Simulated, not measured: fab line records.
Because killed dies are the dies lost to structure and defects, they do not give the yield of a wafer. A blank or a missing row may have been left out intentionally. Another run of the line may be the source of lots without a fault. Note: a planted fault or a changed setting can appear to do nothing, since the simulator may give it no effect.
fab line records    flow n5-finfet
[record] lots = 7  wafers = 21
route steps=1938 shown BEOL_M12@1649 BEOL_M13@1665 BEOL_M14@1739
start-h: the number of hours between the record's first day and the start of the first shown wafer of the lot    wait-h: hours since the lot's step before    " same as the row above    L1.1+2: one row covering several wafers at once    - no value, or no start was given    * or withheld: withheld    < > ~ a bound
route shown NAME@n: NAME is a module with steps in the file, n the number in the route of the first one    usual: the fault-free wafers' mean and standard deviation    same: alike in all rows    chamber/n: place in a boat    sites: the reading at each site    _std_site: the standard deviation of these    _edge_site: inner sites' mean taken away from outer sites' mean    radius-mm: for every site, how far away it sits from the centre of the wafer    mask NAME#n: copy n    behind: the last tool/chamber to shape the wafer    hold: why the lot went on hold/how many hours it stayed there/how the hold came to an end    device: which transistor (n, p or np) failed to switch    end of line: the route-end tests of the same wafers    step lacking rows: just its recipe    killed: dies lost to structure and defects at the first sort, not the wafer's yield    map: the dies of a wafer, with x for killed, . for not killed, _ for no die there
set.NAME: the setting as run; set.NAME@STEP: as run at that earlier step    model.NAME: the simulator's own value behind a step, which no gauge read
lots with deliberately changed settings; one table per step, one row per wafer
[[steps]]
[step N5_BEOL_M12_SPUTTER_44]
[recipe] material = Ta  target-thk-a = 100  temp-c = 50  bias-v = 80  power-w = 15000  chamber-pressure-pa = 0.07  time-s = 16.13
lot.wafer   tool            chamber  start-h  wait-h  set.time-s  model.Ta_of_BEOL_M12_SPUTTER_44.thk-nm
L079.1      pvd-sputter-01  -        272.95   0.0     14.48       9
L079.2+3    "               -        "        "       16.13       10
L078.3+5+6  pvd-sputter-02  -        274.55   0.0     16.13       10.2
L084.2      pvd-sputter-02  -        312.04   0.0     16.13       10
L084.3+4    "               -        "        "       16.13       10.2
L086.1+5    pvd-sputter-02  -        320.66   0.0     16.13       9.8
L086.6      "               -        "        "       16.13       10
L089.2+5    pvd-sputter-01  -        345.43   0.0     16.13       10
L089.6      "               -        "        "       16.13       9.8
L092.2      pvd-sputter-03  -        349.68   0.0     15.52       9.6
L092.3+6    "               -        "        "       16.13       10
L094.2      pvd-sputter-02  -        364.19   0.0     16.13       10.2
L094.5+6    "               -        "        "       16.13       10
[step N5_BEOL_M12_SPUTTER_45]
[recipe] material = Cu  target-thk-a = 800  temp-c = -20  bias-v = 60  power-w = 26000  chamber-pressure-pa = 0.13  time-s = 13.33
[step N5_BEOL_M12_ECD_47]
[recipe] material = Cu  target-thk-a = 7200
[step N5_BEOL_M12_ANNEAL_48]
[recipe] temp-c = 225  time-s = 90  ambient = N2
[step N5_BEOL_M12_CMP_49]
[recipe] stop-on = SiOC  t-overpolish-s = 20.6  down-force-psi = 1  platen-rpm = 50  clearing-platen-down-force-psi = 1.5  clearing-platen-rpm = 50  post-cmp-clean = cu-alkaline  target-thk-nm = 320  clearing-platen-pad-velocity-m-s = 0.99484  pad-velocity-m-s = 0.99484
lot.wafer  tool    chamber  start-h  wait-h  set.time-s@BEOL_M12_TRENCH_ETCH_34  model.Cu_of_BEOL_M12_ECD_47.thk-nm
L079.3     cmp-03  3        273.59   0.2     142.6                               360.4
L079.1     "       1        "        "       142.6                               374.6
L079.2     "       2        "        "       142.6                               372.2
L078.3     cmp-03  2        275.27   0.2     125.5                               326.2
L078.6     "       0        "        "       125.5                               326.4
L078.5     "       1        "        "       125.5                               320.8
L084.3     cmp-03  0        313.81   0.2     108.4                               275.8
L084.2     "       2        "        "       125.5                               327
L084.4     "       3        "        "       108.4                               278
L086.1     cmp-02  1        321.40   0.3     125.5                               308.2
L086.6     "       3        "        "       125.5                               321.8
L086.5     "       0        "        "       125.5                               308.6
L089.2     cmp-02  0        346.18   0.3     103.4                               257.8
L089.5     "       1        "        "       103.4                               268
L089.6     "       2        "        "       103.4                               258
L092.2     cmp-04  1        351.09   0.2     151.9                               391.8
L092.3     "       3        "        "       125.5                               321.2
L092.6     "       1        "        "       125.5                               322.2
L094.2     cmp-03  1        364.86   0.2     149.8                               385.4
L094.5     "       0        "        "       125.5                               316.4
L094.6     "       1        "        "       149.8                               390.2
[step N5_BEOL_M12_THK_MEAS_50]
[recipe] thk-meas-gauge = xrf  reads = Cu_of_BEOL_M12_ECD_47
[usual] M12_THK = 315/5.5
lot.wafer  tool           chamber  start-h  wait-h  set.time-s@BEOL_M12_TRENCH_ETCH_34  M12_THK[nm]
L079.1     film-metro-01  -        273.88   -       142.6                               370
L079.2     "              -        "        "       142.6                               366
L079.3     "              -        "        "       142.6                               354
L078.3     film-metro-02  -        275.49   -       125.5                               318
L078.5     "              -        "        "       125.5                               312
L078.6     "              -        "        "       125.5                               316
L084.2     film-metro-02  -        314.11   -       125.5                               321
L084.3     "              -        "        "       108.4                               271
L084.4     "              -        "        "       108.4                               272
L086.1     film-metro-02  -        321.62   -       125.5                               301
L086.5     "              -        "        "       125.5                               303
L086.6     "              -        "        "       125.5                               317
L089.2     film-metro-01  -        346.37   -       103.4                               255
L089.5     "              -        "        "       103.4                               266
L089.6     "              -        "        "       103.4                               255
L092.2     film-metro-02  -        351.38   -       151.9                               383
L092.3     "              -        "        "       125.5                               314
L092.6     "              -        "        "       125.5                               315
L094.2     film-metro-01  -        365.12   -       149.8                               387
L094.5     "              -        "        "       125.5                               317
L094.6     "              -        "        "       149.8                               391
[step N5_BEOL_M12_PRE_CLEAN_52]
[recipe] gas = NH3  time-s = 15  temp-c = withheld  rf-power-w = 300
[step N5_BEOL_M12_DEP_53]
[recipe] material = SiCN  target-thk-a = 300  temp-c = withheld  precursor = 3MS/NH3  pressure-torr = 3  rf-w = 675  time-s = 10.5
[step N5_BEOL_M12_RS_MEAS_54]
[recipe] thk-meas-gauge = four-point-probe  reads = Cu_of_BEOL_M12_ECD_47+Ta_of_BEOL_M12_SPUTTER_44+TaN_of_BEOL_M12_SPUTTER_43
[usual] M12_RS = 0.0599/0.0009
lot.wafer  tool           chamber  start-h  wait-h  set.time-s@BEOL_M12_TRENCH_ETCH_34  M12_RS[ohm/sq]
L079.1     film-metro-02  -        274.01   0.0     142.6                               0.0510
L079.2     "              -        "        "       142.6                               0.0513
L079.3     "              -        "        "       142.6                               0.0529
L078.3     film-metro-01  -        275.61   0.0     125.5                               0.0587
L078.5     "              -        "        "       125.5                               0.0597
L078.6     "              -        "        "       125.5                               0.0587
L084.2     film-metro-02  -        314.23   0.0     125.5                               0.0587
L084.3     "              -        "        "       108.4                               0.0703
L084.4     "              -        "        "       108.4                               0.0695
L086.1     film-metro-02  -        321.75   0.0     125.5                               0.0623
L086.5     "              -        "        "       125.5                               0.0623
L086.6     "              -        "        "       125.5                               0.0596
L089.2     film-metro-02  -        346.49   0.0     103.4                               0.0753
L089.5     "              -        "        "       103.4                               0.0722
L089.6     "              -        "        "       103.4                               0.0753
L092.2     film-metro-01  -        351.51   0.0     151.9                               0.0486
L092.3     "              -        "        "       125.5                               0.0598
L092.6     "              -        "        "       125.5                               0.0596
L094.2     film-metro-02  -        365.27   0.1     149.8                               0.0495
L094.5     "              -        "        "       125.5                               0.0607
L094.6     "              -        "        "       149.8                               0.0488
[step N5_BEOL_M13_EXPOSE_07]
[recipe] mask-id = V12  na = 0.93  source-shape = conventional  sigma-outer = 0.6  polarization = unpolarized  attpsm-phase-deg = 180  dose-mj = 24.8
lot.wafer   tool            chamber  start-h  wait-h  mask   set.dose-mj
L079.1      krf-scanner-01  0        274.36   -       V12#0  24.8
L079.2+3    "               0        "        "       V12#0  25.32
L078.3+5+6  krf-scanner-02  0        276.09   -       V12#0  24.8
L084.2+3+4  krf-scanner-02  0        314.71   -       V12#0  24.8
L086.1+5    krf-scanner-01  0        322.09   -       V12#0  24.29
L086.6      "               0        "        "       V12#0  24.8
L089.2+5+6  krf-scanner-01  0        346.84   -       V12#0  24.8
L092.2      krf-scanner-02  0        351.98   -       V12#0  24.8
L092.3+6    "               0        "        "       V12#0  23
L094.2      krf-scanner-01  0        365.62   -       V12#0  24.8
L094.5+6    "               0        "        "       V12#0  23.19
[step N5_BEOL_M13_PEB_08]
[recipe] peb-temp-c = 130  peb-time-s = 90
[step N5_BEOL_M13_DEVELOP_09]
[recipe] develop-time-s = 45  rinse-liquid = diw  dry = air-spin  dev-temp-c = 21
[step N5_BEOL_M13_HARDBAKE_14]
[recipe] temp-c = 130  time-s = 120
[step N5_BEOL_M13_CD_MEAS_10]
[recipe] target-cd-nm = 190  landing-energy-ev = 500  detector = se-inlens  polarity = opening
[usual] cd-nm = 189.7/1.5
lot.wafer  tool       chamber  start-h  wait-h  set.dose-mj@BEOL_M13_EXPOSE_07  cd-nm
L079.1     cd-sem-02  0        274.53   -       24.8                            189.5
L079.2     "          0        "        "       25.32                           192.3
L079.3     "          0        "        "       25.32                           191.3
L078.3     cd-sem-02  0        276.26   -       24.8                            188.2
L078.5     "          0        "        "       24.8                            187.6
L078.6     "          0        "        "       24.8                            187.0
L084.2     cd-sem-02  0        314.88   -       24.8                            189.6
L084.3     "          0        "        "       24.8                            190.6
L084.4     "          0        "        "       24.8                            189.7
L086.1     cd-sem-02  0        322.26   -       24.29                           186.5
L086.5     "          0        "        "       24.29                           186.3
L086.6     "          0        "        "       24.8                            188.0
L089.2     cd-sem-01  0        347.01   -       24.8                            192.5
L089.5     "          0        "        "       24.8                            192.3
L089.6     "          0        "        "       24.8                            192.0
L092.2     cd-sem-02  0        352.15   -       24.8                            189.6
L092.3     "          0        "        "       23                              181.1
L092.6     "          0        "        "       23                              180.7
L094.2     cd-sem-01  0        365.79   -       24.8                            191.2
L094.5     "          0        "        "       23.19                           185.7
L094.6     "          0        "        "       23.19                           183.9
[step N5_BEOL_M13_ETCH_59]
[recipe] chemistry = N2/H2  target = BARC  target-depth-a = 890  overetch-a = 267  time-s = 67.9  ion-energy-ev = 200  pressure-mtorr = 30  source-w = 840  bias-w = 150  n2-flow-sccm = 200  h2-flow-sccm = 200
lot.wafer  tool         chamber  start-h  wait-h  set.time-s  model.coat_of_BEOL_M13_COAT_04.thk-nm
L079.1     rie-diel-03  1        274.66   0.0     67.9        318.4
L079.2     "            3        "        "       54.95       330.8
L079.3     "            0        "        "       67.9        317
L078.3     rie-diel-03  0        276.77   0.0     67.9        314.8
L078.5     "            2        "        "       67.9        315.2
L078.6     "            1        "        "       67.9        319
L084.2     rie-diel-03  1        315.00   0.0     67.9        320
L084.3     "            2        "        "       67.9        317.8
L084.4     "            3        "        "       67.9        320.2
L086.1     rie-diel-03  0        322.39   0.0     67.9        316
L086.5     "            0        "        "       67.9        316.8
L086.6     "            3        "        "       67.9        318.8
L089.2+5   rie-diel-04  1        347.13   0.0     67.9        315.6
L089.6     "            0        "        "       75.47       310.6
L092.2     rie-diel-06  0        352.57   0.0     78.02       309.2
L092.3     "            2        "        "       67.9        319.8
L092.6     "            2        "        "       78.02       311
L094.2     rie-diel-06  2        365.91   0.0     59.66       326.2
L094.5     "            3        "        "       67.9        317.6
L094.6     "            0        "        "       59.66       326
[step N5_BEOL_M13_VIA_ETCH_16]
[recipe] chemistry = C4F8/O2/Ar  target = SiOC  pressure-mtorr = 30  source-w = 3000  bias-w = 700  Ar_flow_sccm = 400  C4F8_flow_sccm = 15  O2_flow_sccm = 8  he-inner-torr = 15  he-outer-torr = 30  target-depth-a = 9217  time-s = withheld  ion-energy-ev = 250  ends = cleared
lot.wafer  tool         chamber  start-h  wait-h  set.time-s@BEOL_M13_ETCH_59  model.coat_of_BEOL_M13_COAT_04.thk-nm
L079.1     rie-diel-03  1        274.71   0.0     *                            76.6
L079.2     "            3        "        "       *                            88.6
L079.3     "            0        "        "       *                            74.4
L078.3     rie-diel-03  0        276.82   0.0     *                            68.4
L078.5     "            2        "        "       *                            68.2
L078.6     "            1        "        "       *                            71.4
L084.2     rie-diel-03  1        315.05   0.0     *                            74
L084.3     "            2        "        "       *                            74.2
L084.4     "            3        "        "       *                            71.6
L086.1     rie-diel-03  0        322.44   0.0     *                            71.2
L086.5     "            0        "        "       *                            65.6
L086.6     "            3        "        "       *                            68
L089.2     rie-diel-04  1        347.18   0.0     *                            72.2
L089.5     "            1        "        "       *                            72.6
L089.6     "            0        "        "       *                            62.2
L092.2     rie-diel-06  0        352.62   0.0     *                            66.6
L092.3     "            2        "        "       *                            74.8
L092.6     "            2        "        "       *                            61.4
L094.2     rie-diel-06  2        365.97   0.0     *                            78.4
L094.5     "            3        "        "       *                            67.6
L094.6     "            0        "        "       *                            73.2
[step N5_BEOL_M13_STRIP_63]
[recipe] chemistry = N2/H2  power-w = 1000  temp-c = 250  h2-frac = 0.65  overash-fraction = 0.3  pressure-mtorr = 1000  n2-flow-sccm = 1750  h2-flow-sccm = 3250
[usual] strip-time-to-endpoint-s = 28.0/1
lot.wafer  tool             chamber  start-h  wait-h  set.time-s@BEOL_M13_ETCH_59  strip-time-to-endpoint-s
L079.1     plasma-asher-02  1        274.95   -       67.9                         29.6
L079.2     "                0        "        "       54.95                        33.0
L079.3     "                1        "        "       67.9                         29.0
L078.3     plasma-asher-02  0        277.08   -       67.9                         27.2
L078.5     "                0        "        "       67.9                         27.1
L078.6     "                1        "        "       67.9                         28.1
L084.2     plasma-asher-02  1        315.32   -       67.9                         28.9
L084.3     "                0        "        "       67.9                         28.9
L084.4     "                1        "        "       67.9                         28.1
L086.1     plasma-asher-01  1        322.67   -       67.9                         28.0
L086.5     "                0        "        "       67.9                         26.4
L086.6     "                1        "        "       67.9                         27.1
L089.2     plasma-asher-01  0        347.42   -       67.9                         28.3
L089.5     "                1        "        "       67.9                         28.4
L089.6     "                0        "        "       75.47                        25.3
L092.2     plasma-asher-02  0        352.85   -       78.02                        26.7
L092.3     "                1        "        "       67.9                         29.1
L092.6     "                0        "        "       78.02                        25.1
L094.2     plasma-asher-01  1        366.20   -       59.66                        30.1
L094.5     "                1        "        "       67.9                         27.0
L094.6     "                0        "        "       59.66                        28.6
[step N5_BEOL_M13_STRIP_64]
[recipe] chemistry = N2/H2  power-w = 1000  temp-c = 250  h2-frac = 0.65  overash-fraction = 0.3  pressure-mtorr = withheld  n2-flow-sccm = 1750  h2-flow-sccm = 3250
[step N5_BEOL_M13_STRIP_71]
[recipe] chemistry = post-etch-residue-remover  time-s = 60  temp-c = 25  remover-ph = withheld  remover-water-wt-pct = withheld  remover-fluoride-wt-pct = withheld
[step N5_BEOL_M13_SRD_72]
[recipe] time-s = 30  temp-c = 23  rinse-liquid = diw  dry = n2-spin  spin-rpm = 1500  dry-time-s = 30
[step N5_BEOL_M13_CD_MEAS_17]
[recipe] target-cd-nm = 190  polarity = opening
[usual] cd-nm = 189.8/1.8
lot.wafer  tool       chamber  start-h  wait-h  set.dose-mj@BEOL_M13_EXPOSE_07  cd-nm
L079.1     cd-sem-01  -        275.15   0.0     24.8                            189.6
L079.2     "          -        "        "       25.32                           190.2
L079.3     "          -        "        "       25.32                           192.1
L078.3     cd-sem-01  -        277.28   0.0     24.8                            185.8
L078.5     "          -        "        "       24.8                            187.5
L078.6     "          -        "        "       24.8                            186.6
L084.2     cd-sem-01  -        315.53   0.0     24.8                            190.6
L084.3     "          -        "        "       24.8                            191.3
L084.4     "          -        "        "       24.8                            189.3
L086.1     cd-sem-03  -        322.92   0.0     24.29                           187.6
L086.5     "          -        "        "       24.29                           185.8
L086.6     "          -        "        "       24.8                            188.5
L089.2     cd-sem-01  -        347.63   0.0     24.8                            193.3
L089.5     "          -        "        "       24.8                            193.3
L089.6     "          -        "        "       24.8                            193.9
L092.2     cd-sem-02  -        353.06   0.0     24.8                            192.1
L092.3     "          -        "        "       23                              182.1
L092.6     "          -        "        "       23                              183.4
L094.2     cd-sem-03  -        366.41   0.0     24.8                            190.0
L094.5     "          -        "        "       23.19                           185.5
L094.6     "          -        "        "       23.19                           182.8
[step N5_BEOL_M14_COAT_22]
[recipe] spin-rpm = 2888  resist-thk-nm = 300
lot.wafer  tool            chamber  start-h  wait-h  set.spin-rpm  model.coat_of_BEOL_M14_COAT_22.thk-nm
L079.1     litho-track-02  0        -        -       2888          300.4
L079.2     "               0        "        "       2888          300.6
L079.3     "               0        "        "       2888          300.8
L078.3     litho-track-01  0        -        -       2888          299.4
L078.5     "               0        "        "       2888          300.4
L078.6     "               0        "        "       2888          300.6
L084.2     litho-track-02  0        -        -       2888          299.2
L084.3     "               0        "        "       2888          299
L084.4     "               0        "        "       2888          298.6
L086.1     litho-track-01  0        -        -       2888          299.8
L086.5     "               0        "        "       2888          299.6
L086.6     "               0        "        "       2888          299
L089.2     litho-track-02  0        -        -       3068          291
L089.5     "               0        "        "       2888          301.4
L089.6     "               0        "        "       2888          299.8
L092.2+3   litho-track-02  0        -        -       3147          287.2
L092.6     "               0        "        "       2888          299.2
L094.2     litho-track-01  0        -        -       3173          286
L094.5     "               0        "        "       3173          286.4
L094.6     "               0        "        "       3173          285.6
[step N5_BEOL_M14_PEB_26]
[recipe] peb-temp-c = 130  peb-time-s = 90
lot.wafer   tool            chamber  start-h  wait-h  set.peb-temp-c
L079.1+2    litho-track-04  0        281.49   0.1     130
L079.3      "               0        "        "       126.4
L078.3+5+6  litho-track-04  0        281.87   0.0     130
L084.2+4    litho-track-02  0        322.24   0.0     130
L084.3      "               0        "        "       131.9
L086.1+5    litho-track-04  0        330.61   0.1     132.9
L086.6      "               0        "        "       130
L089.2+5    litho-track-01  0        353.64   0.0     127.6
L089.6      "               0        "        "       130
L092.2+3+6  litho-track-01  0        360.15   0.0     128.4
L094.2+6    litho-track-04  0        371.69   0.0     131.3
L094.5      "               0        "        "       130
[step N5_BEOL_M14_DEVELOP_27]
[recipe] develop-time-s = 45  rinse-liquid = diw  dry = air-spin  dev-temp-c = 21
[step N5_BEOL_M14_HARDBAKE_32]
[recipe] temp-c = 130  time-s = 120
[step N5_BEOL_M14_CD_MEAS_28]
[recipe] target-cd-nm = 284.4  landing-energy-ev = 500  detector = se-inlens
[usual] cd-nm = 284.3/1.4
lot.wafer  tool       chamber  start-h  wait-h  set.peb-temp-c@BEOL_M14_PEB_26  cd-nm
L079.1     cd-sem-01  0        281.61   -       130                             286.4
L079.2     "          0        "        "       130                             286.7
L079.3     "          0        "        "       126.4                           266.9
L078.3     cd-sem-03  0        281.98   -       130                             287.5
L078.5     "          0        "        "       130                             285.7
L078.6     "          0        "        "       130                             286.3
L084.2     cd-sem-03  0        322.36   -       130                             283.6
L084.3     "          0        "        "       131.9                           292.4
L084.4     "          0        "        "       130                             284.6
L086.1     cd-sem-01  0        330.73   -       132.9                           295.4
L086.5     "          0        "        "       132.9                           297.7
L086.6     "          0        "        "       130                             287.4
L089.2     cd-sem-01  0        353.76   -       127.6                           269.7
L089.5     "          0        "        "       127.6                           269.7
L089.6     "          0        "        "       130                             283.8
L092.2     cd-sem-02  0        360.27   -       128.4                           278.6
L092.3     "          0        "        "       128.4                           276.3
L092.6     "          0        "        "       128.4                           276.0
L094.2     cd-sem-01  0        371.80   -       131.3                           292.5
L094.5     "          0        "        "       130                             286.2
L094.6     "          0        "        "       131.3                           292.9
[step N5_BEOL_M14_DESCUM_33]
[recipe] chemistry = O2  time-s = 7.9  source-power-w = 50  bias-power-w = 20  pressure-mtorr = 20  rf-frequency-hz = 2.712e+07  temp-c = 40  o2-flow-sccm = 225
lot.wafer  tool         chamber  start-h  wait-h  set.peb-temp-c@BEOL_M14_PEB_26  model.BEOL_M14.cd-nm
L079.1     rie-diel-05  3        281.96   0.3     130                             286.2
L079.2     "            1        "        "       130                             287
L079.3     "            2        "        "       126.4                           266.8
L078.3     rie-diel-02  2        282.38   0.3     130                             287.4
L078.5     "            3        "        "       130                             285.4
L078.6     "            0        "        "       130                             286
L084.2     rie-diel-02  2        322.46   0.0     130                             283.8
L084.3     "            0        "        "       131.9                           292.4
L084.4     "            3        "        "       130                             284.8
L086.1     rie-diel-05  0        330.81   0.0     132.9                           295.8
L086.5     "            2        "        "       132.9                           297.4
L086.6     "            1        "        "       130                             287
L089.2     rie-diel-01  0        353.84   0.0     127.6                           269.4
L089.5     "            1        "        "       127.6                           269.6
L089.6     "            2        "        "       130                             283.6
L092.2     rie-diel-02  1        360.36   0.0     128.4                           278.6
L092.3+6   "            2        "        "       128.4                           276.2
L094.2     rie-diel-02  3        371.99   0.1     131.3                           292
L094.5     "            3        "        "       130                             285.8
L094.6     "            2        "        "       131.3                           292.8
[step N5_BEOL_M14_ETCH_67]
[recipe] chemistry = CF4  target = SiARC  target-depth-a = 1430  time-s = 238.3  ion-energy-ev = 80  pressure-mtorr = 40  source-w = 545  bias-w = 36  Ar_flow_sccm = 100  cf4-flow-sccm = 100  ends = cleared
lot.wafer  tool         chamber  start-h  wait-h  set.peb-temp-c@BEOL_M14_PEB_26  model.BEOL_M14.cd-nm
L079.1     rie-diel-05  3        281.99   0.0     130                             282.2
L079.2     "            1        "        "       130                             283
L079.3     "            2        "        "       126.4                           262
L078.3     rie-diel-02  2        282.42   0.0     130                             283.2
L078.5     "            3        "        "       130                             280.6
L078.6     "            0        "        "       130                             281.6
L084.2     rie-diel-02  2        322.50   0.0     130                             279.4
L084.3     "            0        "        "       131.9                           288.2
L084.4     "            3        "        "       130                             280.4
L086.1     rie-diel-05  0        330.85   0.0     132.9                           291
L086.5     "            2        "        "       132.9                           292.4
L086.6     "            1        "        "       130                             282.4
L089.2     rie-diel-01  0        353.88   0.0     127.6                           265.6
L089.5     "            1        "        "       127.6                           265.8
L089.6     "            2        "        "       130                             279.4
L092.2     rie-diel-02  1        360.39   0.0     128.4                           273.8
L092.3     "            2        "        "       128.4                           272.4
L092.6     "            2        "        "       128.4                           272
L094.2     rie-diel-02  3        372.03   0.0     131.3                           287.4
L094.5     "            3        "        "       130                             281.2
L094.6     "            2        "        "       131.3                           288.6
[step N5_BEOL_M14_ETCH_68]
[recipe] chemistry = N2/H2  target = SOC  mask-material = SiARC  source-w = 3000  bias-w = 350  temp-c = 40  time-s = 450  ion-energy-ev = 200  pressure-mtorr = 30  n2-flow-sccm = 200  h2-flow-sccm = 200
lot.wafer  tool         chamber  start-h  wait-h  set.peb-temp-c@BEOL_M14_PEB_26  model.BEOL_M14.cd-nm
L079.1     rie-diel-05  3        282.14   0.1     130                             282.6
L079.2     "            1        "        "       130                             283.6
L079.3     "            2        "        "       126.4                           260.2
L078.3     rie-diel-02  2        282.56   0.1     130                             282.6
L078.5     "            3        "        "       130                             280.2
L078.6     "            0        "        "       130                             282.2
L084.2     rie-diel-02  2        322.65   0.1     130                             279
L084.3     "            0        "        "       131.9                           288.2
L084.4     "            3        "        "       130                             280.4
L086.1     rie-diel-05  0        331.00   0.1     132.9                           291.2
L086.5     "            2        "        "       132.9                           291.8
L086.6     "            1        "        "       130                             281.8
L089.2     rie-diel-01  0        354.02   0.1     127.6                           265
L089.5     "            1        "        "       127.6                           266.8
L089.6     "            2        "        "       130                             280
L092.2     rie-diel-02  1        360.54   0.1     128.4                           272.2
L092.3     "            2        "        "       128.4                           272.4
L092.6     "            2        "        "       128.4                           271.2
L094.2     rie-diel-02  3        372.17   0.1     131.3                           288.2
L094.5     "            3        "        "       130                             281
L094.6     "            2        "        "       131.3                           286.8
[[key]]
[split] step = N5_BEOL_M12_SPUTTER_44  setting = time-s  stated = 16.13  by = wafer
[response] step = N5_BEOL_M12_SPUTTER_44  reading = model.Ta_of_BEOL_M12_SPUTTER_44.thk-nm  change = +0.0987  per = 1%  r = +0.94
[split] step = N5_BEOL_M13_EXPOSE_07  setting = dose-mj  stated = 24.8  by = wafer
[response] step = N5_BEOL_M13_CD_MEAS_10  reading = cd-nm  change = +1.09  per = 1%  r = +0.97
[response] step = N5_BEOL_M13_CD_MEAS_17  reading = cd-nm  change = +1.09  per = 1%  r = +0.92
[split] step = N5_BEOL_M13_ETCH_59  setting = time-s  stated = 67.9  by = wafer
[response] step = N5_BEOL_M13_ETCH_59  reading = model.coat_of_BEOL_M13_COAT_04.thk-nm  change = -0.645  per = 1%  r = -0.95
[response] step = N5_BEOL_M13_VIA_ETCH_16  reading = model.coat_of_BEOL_M13_COAT_04.thk-nm  change = -0.728  per = 1%  r = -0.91
[response] step = N5_BEOL_M13_STRIP_63  reading = strip-time-to-endpoint-s  change = *  per = 1%  r = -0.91
[split] step = N5_BEOL_M14_COAT_22  setting = spin-rpm  stated = 2888  by = wafer
[response] step = N5_BEOL_M14_COAT_22  reading = model.coat_of_BEOL_M14_COAT_22.thk-nm  change = -1.4  per = 1%  r = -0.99
[split] step = N5_BEOL_M14_PEB_26  setting = peb-temp-c  stated = 130  by = wafer
[response] step = N5_BEOL_M14_CD_MEAS_28  reading = cd-nm  change = +6.23  per = 1%  r = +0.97
[response] step = N5_BEOL_M14_DESCUM_33  reading = model.BEOL_M14.cd-nm  change = +6.29  per = 1%  r = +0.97
[response] step = N5_BEOL_M14_ETCH_67  reading = model.BEOL_M14.cd-nm  change = +6.36  per = 1%  r = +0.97
[response] step = N5_BEOL_M14_ETCH_68  reading = model.BEOL_M14.cd-nm  change = +6.77  per = 1%  r = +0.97
split outside-this-file step=N5_BEOL_M12_TRENCH_ETCH_34 setting=time-s
// split outside-this-file: this setting was split too, and the file shows its column; the key of that split is in another file
